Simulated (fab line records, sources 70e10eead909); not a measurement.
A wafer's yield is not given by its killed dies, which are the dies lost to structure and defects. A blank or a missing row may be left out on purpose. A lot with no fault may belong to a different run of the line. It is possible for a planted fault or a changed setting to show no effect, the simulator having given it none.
Chamber matching -- flow nandHarc -- NHARC_A_CHANNEL_FILL_D1_ETCHBACK_19 on rieSi-01 has 4 sister chambers
The step etches the open film in HBr/Cl2, target depth 5 nm, time 1.7 s. 4 wafers are shown with their chamber, then 10 later ones without.

== WAFERS, EACH WITH ITS CHAMBER ==
wafer,chamber,drypumpMotorCurrentA (A)
L083.1,3,6.3
L085.2,1,4.7
L086.1,0,5.5
L086.4,2,6.2

== WAFERS WHOSE CHAMBER IS MISSING ==
wafer,drypumpMotorCurrentA (A)
L086.6,5.5
L089.3,6.3
L089.4,4.7
L089.5,4.7
L092.1,5.5
L092.2,4.7
L092.5,4.7
L095.2,4.7
L095.5,4.6
L095.6,6.2

== THE CHAMBER EACH PASSED THROUGH ==
wafer,from the rows above,in truth
L086.6,0,0
L089.3,3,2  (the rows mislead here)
L089.4,1,1
L089.5,1,1
L092.1,0,0
L092.2,1,1
L092.5,1,1
L095.2,1,1
L095.5,1,1
L095.6,2,2
Correctly placed: 9 of 10. Left unplaced by these rows: 0. Wrongly placed: 1.
How it was worked out, from the rows above alone: a wafer's distance from a chamber is the root of the sum, over the readings, of the square of ((its reading less the chamber's mean) divided by the reading's scatter). The wafer belongs to the nearest chamber; if the next one is less than 2 further off, it can't be placed. A chamber's mean is the mean of its shown wafers. The scatter: with one shown wafer a chamber, the root of the mean of the squares of how far each hidden wafer lies from its nearest shown one.
